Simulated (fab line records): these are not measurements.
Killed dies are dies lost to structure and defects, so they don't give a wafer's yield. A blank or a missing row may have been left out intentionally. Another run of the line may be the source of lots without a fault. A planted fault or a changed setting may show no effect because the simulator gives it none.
fab line records | flow n5_finfet
record lots=5 | wafers=15 | last_day=17
route steps=1938 shown BEOL_M11@1582 PASSIVATION@1936
lots that met no fault: from a run of the same line without faults
start_h: hours from the record's first day to the start of the lot's first wafer shown | wait_h: hours elapsed since this lot's preceding step | " as in the row above | L1.1+2: a single row standing in for several wafers | - no value, or no start was given | * or withheld: withheld | < > ~ a bound
route shown NAME@n: names a module that has steps shown in the file, with the first one's number in the route | usual: mean/standard deviation taken from wafers without a fault | same: alike in all rows | chamber/n: place in a boat | sites: the reading at each site | _std_site: how widely they spread, as a standard deviation | _edge_site: inner sites' mean taken away from outer sites' mean | radius_mm: for every site, how far away it sits from the centre of the wafer | mask NAME#n: copy n | behind: tool/chamber where the wafer was last shaped | hold: cause of the lot's hold/its duration in hours/its outcome | device: the n, p or np transistor that did not switch | end of line: the tests these same wafers got at the end of their route | step lacking rows: just its recipe | killed: at the first sort, the dies lost to defects and structure; wafer yield is something else | map: shows each die of a wafer: x if killed, . if not, _ if none is there
set.NAME: the setting that was run; set.NAME@STEP: the one run at that earlier step | model.NAME: the simulator's own value behind a step, which no gauge read
lots at some steps of the route; a table a step, a row a wafer
services: the hour from which a tool's chamber was out of use, counted from the record's first day as start_h (under 0 if before that day), plus the number of hours and why
## steps
# step N5_BEOL_M11_HM_STRIP_39
# recipe chemistry=peroxide_tin_strip | material=TiN | target_depth_a=250 | temp_c=50 | time_s=158
# step N5_BEOL_M11_SRD_40
# recipe time_s=30 | temp_c=23 | rinse_liquid=diw | dry=ipa_marangoni
# step N5_BEOL_M11_PRECLEAN_42
# recipe chemistry=residue_remover | time_s=60 | temp_c=40
# step N5_BEOL_M11_SRD_43
# recipe time_s=30 | temp_c=23 | rinse_liquid=diw | dry=ipa_marangoni
# step N5_BEOL_M11_CD_MEAS_35
# recipe target_cd_nm=70 | polarity=opening
# usual cd_nm=70.1/0.51
lot.wafer | tool      | chamber | start_h | wait_h | cd_nm
L878.2    | cd_sem-02 | -       | 242.29  | 0.0    | 69.3
L878.3    | "         | -       | "       | "      | 70.1
L878.6    | "         | -       | "       | "      | 69.8
L879.1    | cd_sem-02 | -       | 249.49  | 0.0    | 69.8
L879.2    | "         | -       | "       | "      | 69.4
L879.4    | "         | -       | "       | "      | 69.1
L884.1    | cd_sem-01 | -       | 277.22  | 0.0    | 70.2
L884.2    | "         | -       | "       | "      | 70.9
L884.4    | "         | -       | "       | "      | 70.6
L886.2    | cd_sem-03 | -       | 282.53  | 0.0    | 68.9
L886.3    | "         | -       | "       | "      | 69.6
L886.6    | "         | -       | "       | "      | 69.1
L897.2    | cd_sem-03 | -       | 357.62  | 0.0    | 69.9
L897.5    | "         | -       | "       | "      | 69.9
L897.6    | "         | -       | "       | "      | 69.9
# step N5_BEOL_M11_CURE_72
# recipe temp_c=370 | time_s=120 | ambient=DMADMS/He | material=SiCOH_lowk
# usual lamp_power_pct=52.31/0.06 | wafer_temp_C_max=371.7/0.54
lot.wafer | tool       | chamber | start_h | wait_h | lamp_power_pct | wafer_temp_C_max
L878.2    | uv_cure-01 | 2       | 242.38  | 0.1    | 52.29          | 371.3
L878.3    | "          | 2       | "       | "      | 52.39          | 371.7
L878.6    | "          | 2       | "       | "      | 52.14          | 372.0
L879.1    | uv_cure-02 | 0       | 249.53  | 0.0    | 52.36          | 372.0
L879.2    | "          | 0       | "       | "      | 52.17          | 371.4
L879.4    | "          | 0       | "       | "      | 52.32          | 371.3
L884.1    | uv_cure-01 | 2       | 277.27  | 0.0    | 52.30          | 372.6
L884.2    | "          | 2       | "       | "      | 52.31          | 371.0
L884.4    | "          | 2       | "       | "      | 52.24          | 372.5
L886.2    | uv_cure-01 | 0       | 283.25  | 0.7    | 52.38          | 371.0
L886.3    | "          | 0       | "       | "      | 52.37          | 370.9
L886.6    | "          | 0       | "       | "      | 52.32          | 371.3
L897.2    | uv_cure-01 | 0       | 357.96  | 0.3    | 52.38          | 370.5
L897.5    | "          | 0       | "       | "      | 52.34          | 371.3
L897.6    | "          | 0       | "       | "      | 52.36          | 371.2
# step N5_BEOL_M11_DEGAS_44
# recipe ambient=vacuum | temp_c=250 | time_s=60
# usual heater_power_w=342/34 | susceptor_temp_C=250.02/0.19
lot.wafer | tool           | chamber | start_h | wait_h | heater_power_w | susceptor_temp_C
L878.2    | pvd_sputter-03 | -       | 243.03  | 0.6    | 318            | 250.03
L878.3    | "              | -       | "       | "      | 347            | 250.01
L878.6    | "              | -       | "       | "      | 378            | 250.18
L879.1    | pvd_sputter-01 | -       | 250.10  | 0.5    | 333            | 249.98
L879.2    | "              | -       | "       | "      | 393            | 249.86
L879.4    | "              | -       | "       | "      | 303            | 250.17
L884.1    | pvd_sputter-01 | -       | 278.08  | 0.8    | 300            | 250.27
L884.2    | "              | -       | "       | "      | 384            | 249.94
L884.4    | "              | -       | "       | "      | 337            | 249.87
L886.2    | pvd_sputter-01 | -       | 283.82  | 0.5    | 331            | 250.09
L886.3    | "              | -       | "       | "      | 305            | 249.95
L886.6    | "              | -       | "       | "      | 302            | 250.17
L897.2    | pvd_sputter-03 | -       | 358.50  | 0.5    | 314            | 250.17
L897.5    | "              | -       | "       | "      | 389            | 250.16
L897.6    | "              | -       | "       | "      | 309            | 250.21
# step N5_BEOL_M11_PRE_CLEAN_45
# recipe gas=H2/He | time_s=30 | temp_c=250
# step N5_BEOL_M11_ALD_74
# recipe material=TaN | target_thk_a=20 | temp_c=275 | ald_precursor_family=PDMAT | ald_co_reactant=NH3 | pressure_torr=3 | carrier_flow_sccm=1500 | pulse_time_s=2 | purge_time_s=3 | co_reactant_purge_time_s=2 | co_reactant_pulse_time_s=3 | ald_cycles=40 | precursor_vessel_temp_c=75 | precursor_vessel_pressure_torr=26.25 | precursor_vessel_carrier_sccm=1000
# step N5_BEOL_M11_SURFACE_TREAT_76
# recipe gas=Ar | time_s=* | ion_energy_ev=* | ion_current_ma_cm2=0.5 | pressure_mtorr=* | ar_flow_sccm=30
# usual throttle_valve_pct=*
lot.wafer | tool           | chamber | start_h | wait_h | throttle_valve_pct
L878.2    | pvd_sputter-01 | -       | 243.80  | 0.4    | *
L878.3    | "              | -       | "       | "      | *
L878.6    | "              | -       | "       | "      | *
L879.1    | pvd_sputter-03 | -       | 250.65  | 0.2    | *
L879.2    | "              | -       | "       | "      | *
L879.4    | "              | -       | "       | "      | *
L884.1    | pvd_sputter-02 | -       | 278.88  | 0.4    | *
L884.2    | "              | -       | "       | "      | *
L884.4    | "              | -       | "       | "      | *
L886.2    | pvd_sputter-01 | -       | 284.70  | 0.4    | *
L886.3    | "              | -       | "       | "      | *
L886.6    | "              | -       | "       | "      | *
L897.2    | pvd_sputter-03 | -       | 358.92  | 0.2    | *
L897.5    | "              | -       | "       | "      | *
L897.6    | "              | -       | "       | "      | *
# step N5_BEOL_M11_CVD_75
# recipe material=Co | target_thk_a=20 | temp_c=withheld | precursor=CCTBA/H2 | pressure_torr=30 | time_s=138.9
# step N5_BEOL_M11_SPUTTER_48
# recipe material=Cu | target_thk_a=120 | temp_c=-20 | bias_v=60 | power_w=26000 | chamber_pressure_pa=0.13 | time_s=2
# usual susceptor_temp_C=-20.00/0.1 | throttle_valve_pct=30.2/0.97
lot.wafer | tool           | chamber | start_h | wait_h | susceptor_temp_C | throttle_valve_pct
L878.2    | pvd_sputter-01 | -       | 244.08  | 0.2    | -20.03           | 31.8
L878.3    | "              | -       | "       | "      | -20.00           | 30.3
L878.6    | "              | -       | "       | "      | -20.14           | 29.0
L879.1    | pvd_sputter-02 | -       | 250.98  | 0.1    | -19.84           | 29.8
L879.2    | "              | -       | "       | "      | -20.00           | 29.7
L879.4    | "              | -       | "       | "      | -19.73           | 30.2
L884.1    | pvd_sputter-03 | -       | 279.67  | 0.1    | -19.99           | 30.5
L884.2    | "              | -       | "       | "      | -19.98           | 28.6
L884.4    | "              | -       | "       | "      | -19.93           | 30.3
L886.2    | pvd_sputter-01 | -       | 285.10  | 0.3    | -19.92           | 31.2
L886.3    | "              | -       | "       | "      | -19.93           | 30.0
L886.6    | "              | -       | "       | "      | -20.13           | 30.9
L897.2    | pvd_sputter-03 | -       | 359.10  | 0.1    | -20.02           | 28.6
L897.5    | "              | -       | "       | "      | -20.20           | 30.5
L897.6    | "              | -       | "       | "      | -19.99           | 28.7
# step N5_BEOL_M11_ECD_50
# recipe material=Cu | target_thk_a=3180
lot.wafer | tool      | chamber | start_h | wait_h | model.Cu_of_BEOL_M11_ECD_50.thk_nm
L878.2    | ecd_cu-01 | 1       | 244.20  | 0.1    | 315.8
L878.3    | "         | 0       | "       | "      | 314.8
L878.6    | "         | 0       | "       | "      | 318.8
L879.1    | ecd_cu-01 | 1       | 251.10  | 0.1    | 319.6
L879.2    | "         | 0       | "       | "      | 318.2
L879.4    | "         | 0       | "       | "      | 318.4
L884.1    | ecd_cu-02 | 1       | 279.79  | 0.1    | 315.6
L884.2    | "         | 0       | "       | "      | 316.4
L884.4    | "         | 1       | "       | "      | 320
L886.2    | ecd_cu-01 | 1       | 285.21  | 0.1    | 318.6
L886.3    | "         | 0       | "       | "      | 321
L886.6    | "         | 1       | "       | "      | 468
L897.2    | ecd_cu-01 | 1       | 359.22  | 0.1    | 323.6
L897.5+6  | "         | 1,0     | "       | "      | 323.8
# step N5_BEOL_M11_ANNEAL_51
# recipe temp_c=225 | time_s=90 | ambient=N2
# usual anneal_temp_c=225.01/0.18 | wafer_temp_C_max=226.1/0.5
lot.wafer | tool          | chamber | start_h | wait_h | anneal_temp_c | wafer_temp_C_max
L878.2    | rtp_anneal-02 | 0       | 244.54  | 0.3    | 225.02        | 226.5
L878.3    | "             | 0       | "       | "      | 224.99        | 226.3
L878.6    | "             | 0       | "       | "      | 225.04        | 226.6
L879.1    | rtp_anneal-02 | 0       | 251.45  | 0.3    | 225.08        | 226.2
L879.2    | "             | 0       | "       | "      | 225.11        | 226.3
L879.4    | "             | 0       | "       | "      | 225.08        | 226.8
L884.1    | rtp_anneal-02 | 0       | 280.02  | 0.2    | 225.04        | 227.0
L884.2    | "             | 0       | "       | "      | 224.95        | 226.6
L884.4    | "             | 0       | "       | "      | 225.06        | 226.6
L886.2    | rtp_anneal-02 | 0       | 285.37  | 0.1    | 224.88        | 226.7
L886.3    | "             | 0       | "       | "      | 224.74        | 226.5
L886.6    | "             | 0       | "       | "      | 224.92        | 226.5
L897.2    | rtp_anneal-02 | 0       | 359.37  | 0.1    | 225.33        | 226.4
L897.5    | "             | 0       | "       | "      | 225.08        | 226.1
L897.6    | "             | 0       | "       | "      | 224.92        | 226.2
# step N5_BEOL_M11_CMP_52
# recipe stop_on=SiCOH_lowk | t_overpolish_s=7 | down_force_psi=1 | platen_rpm=50 | clearing_platen_down_force_psi=1.5 | clearing_platen_rpm=50 | post_cmp_clean=cu_alkaline | target_thk_nm=140 | clearing_platen_pad_velocity_m_s=0.99484 | pad_velocity_m_s=0.99484
# usual motor_current_A=6.4/0.59 | time_to_endpoint_s=65.7/2.6
lot.wafer | tool   | chamber | start_h | wait_h | motor_current_A | time_to_endpoint_s
L878.3    | cmp-02 | 0       | 244.88  | 0.3    | 5.6             | 63.4
L878.2    | "      | 1       | "       | "      | 6.5             | 63.4
L878.6    | "      | 2       | "       | "      | 5.9             | 66.7
L879.4    | cmp-03 | 0       | 251.76  | 0.1    | 6.0             | 65.6
L879.1    | "      | 1       | "       | "      | 6.5             | 66.4
L879.2    | "      | 2       | "       | "      | 7.0             | 65.4
L884.1    | cmp-04 | 0       | 280.33  | 0.3    | 5.3             | 67.0
L884.2    | "      | 1       | "       | "      | 7.4             | 63.1
L884.4    | "      | 3       | "       | "      | 6.9             | 65.1
L886.3    | cmp-02 | 1       | 285.66  | 0.2    | 6.8             | 67.5
L886.2    | "      | 3       | "       | "      | 5.4             | 66.9
L886.6    | "      | 1       | "       | "      | 6.7             | 99.0
L897.2    | cmp-04 | 2       | 359.66  | 0.2    | 7.1             | 69.3
L897.6    | "      | 1       | "       | "      | 7.2             | 65.6
L897.5    | "      | 2       | "       | "      | 7.0             | 65.7
# step N5_BEOL_M11_THK_MEAS_53
# recipe thk_meas_gauge=xrf | reads=Cu_of_BEOL_M11_ECD_50
# usual M11_THK=142.3/2.4
lot.wafer | tool          | chamber | start_h | wait_h | M11_THK[nm]
L878.2    | film_metro-02 | -       | 245.10  | -      | 142.2
L878.3    | "             | -       | "       | "      | 144.2
L878.6    | "             | -       | "       | "      | 142.3
L879.1    | film_metro-01 | -       | 252.05  | -      | 143.3
L879.2    | "             | -       | "       | "      | 141.4
L879.4    | "             | -       | "       | "      | 146.1
L884.1    | film_metro-02 | -       | 280.62  | -      | 143.1
L884.2    | "             | -       | "       | "      | 146.1
L884.4    | "             | -       | "       | "      | 144.3
L886.2    | film_metro-01 | -       | 285.92  | -      | 142.9
L886.3    | "             | -       | "       | "      | 141.8
L886.6    | "             | -       | "       | "      | 144.2
L897.2    | film_metro-02 | -       | 359.92  | -      | 142.3
L897.5    | "             | -       | "       | "      | 139.4
L897.6    | "             | -       | "       | "      | 142.1
# step N5_PASSIVATION_PROBE_49
# usual defect_limited_yield=91.3/1.4 | killed_at_M0_to_M3=34/10 | killed_at_M4_up=13/4.8 | killed_at_contacts=12/6.1 | killed_at_front_end=40/11 | killed_at_other=3.7/2.8 | killed_dies=103/16 | killed_open=67/12 | killed_short=34/7.4 | sort_bin_5_function=5.1/0.95 | sort_bin_6_memory=3.2/0.62 | sort_n_pass=1077/16 | sort_yield_pct=91.3/1.4
# same gross_dies=1180 | killed_at_back_side=0 | sort_bin_4_leakage[%]=0 | sort_bin_8_speed[%]=0
lot.wafer | tool      | chamber | start_h | wait_h | defect_limited_yield[%] | killed_at_M0_to_M3 | killed_at_M4_up | killed_at_contacts | killed_at_front_end | killed_at_other | killed_dies | killed_open | killed_short | sort_bin_5_function[%] | sort_bin_6_memory[%] | sort_n_pass | sort_yield_pct[%]
L886.2    | prober-01 | -       | 323.49  | 0.1    | 91.9                    | 30                 | 16              | 13                 | 31                  | 6               | 96          | 66          | 27           | 4.2                    | 3.5                  | 1084        | 91.9
L886.3    | prober-01 | -       | 323.54  | 0.1    | 92.0                    | 26                 | 12              | 8                  | 42                  | 6               | 94          | 57          | 36           | 5.1                    | 2.6                  | 1086        | 92.0
L886.6    | prober-01 | -       | 323.69  | 0.3    | 90.8                    | 40                 | 15              | 10                 | 42                  | 1               | 108         | 79          | 27           | 4.8                    | 4.1                  | 1072        | 90.8
# killed by level:class
L886.2 BEOL_M2:geometric_particle:open=11 MOL_CONTACT_COAG:geometric_particle:open=10 STI_FIN_REVEAL:geometric_particle:open=9 FIN_SAQP:geometric_particle:open=7 BEOL_M0_SAQP:geometric_particle:short=6 BEOL_M0_SAQP:geometric_particle:open=5 GATE_CUT:geometric_particle:short=4 MOL_CONTACT_COAG:geometric_particle:short=3
L886.3 FIN_SAQP:geometric_particle:open=8 FIN_SAQP:geometric_particle:short=7 MOL_CONTACT_COAG:geometric_particle:open=6 BEOL_M0_SAQP:geometric_particle:short=6 BEOL_M0_SAQP:geometric_particle:open=6 SPACER0:geometric_particle:open=5 GATE_CUT:geometric_particle:short=5 BEOL_M2:geometric_particle:open=5
L886.6 FIN_SAQP:geometric_particle:open=12 BEOL_M3:geometric_particle:open=10 BEOL_M2:geometric_particle:open=10 STI_FIN_REVEAL:geometric_particle:open=8 BEOL_M0_SAQP:geometric_particle:open=7 MOL_CONTACT_COAG:geometric_particle:open=6 BEOL_M0_SAQP:geometric_particle:short=6 BEOL_M4:geometric_particle:open=5
## services
tool           | chamber | start_h | hours | kind
ecd_cu-01      | -       | 219.27  | 2.7   | repair
cmp-03         | -       | 223.26  | 2.5   | repair
cmp-02         | -       | 230.48  | 1.0   | repair
uv_cure-02     | -       | 241.33  | 2.1   | pm
ecd_cu-02      | -       | 241.74  | 2.8   | repair
uv_cure-02     | -       | 263.19  | 7.3   | repair
cmp-02         | -       | 264.59  | 5.4   | pm
ecd_cu-02      | -       | 266.55  | 4.8   | pm
uv_cure-02     | -       | 277.47  | 6.0   | pm
cmp-03         | -       | 281.72  | 1.9   | repair
cmp-03         | -       | 285.20  | 0.5   | repair
cmp-04         | -       | 295.51  | 4.1   | repair
cmp-02         | -       | 296.11  | 2.5   | repair
pvd_sputter-01 | -       | 300.26  | 1.2   | repair
cmp-04         | -       | 309.66  | 4.0   | pm
cmp-04         | -       | 313.66  | -     | consumable_replace:conditioner
cmp-04         | -       | 313.66  | -     | consumable_replace:pad
cmp-02         | -       | 316.20  | 11.3  | repair
uv_cure-02     | -       | 330.51  | 7.5   | pm
pvd_sputter-01 | -       | 330.77  | 4.0   | repair
uv_cure-01     | -       | 338.37  | 2.1   | pm
rtp_anneal-02  | -       | 349.48  | 4.0   | pm
cmp-02         | -       | 354.08  | 0.9   | repair
ecd_cu-02      | -       | 356.93  | 10.3  | repair
## key
first_sign step=N5_BEOL_M11_CMP_52 | reading=time_to_endpoint_s | direction=up | sigmas=13 | usual=* | struck=*
effect none on later readings
model_effect step=N5_BEOL_M11_ECD_50 | value=Cu_of_BEOL_M11_ECD_50.thk_nm | without=316.2 | struck=468
met_at N5_BEOL_M11_ECD_50
struck_wafers L886.6
onset_between 251.10 285.21
fault kind=process_parameter_drift | tool=ecd_cu-01 | chamber=- | onset_h=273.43 | steps=N5_BEOL_M11_ECD_50 | channel=target_thk_a | offset=* | shape=step | end_h=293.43 | scope=struck_wafers_only | acts_in=* | stated=*
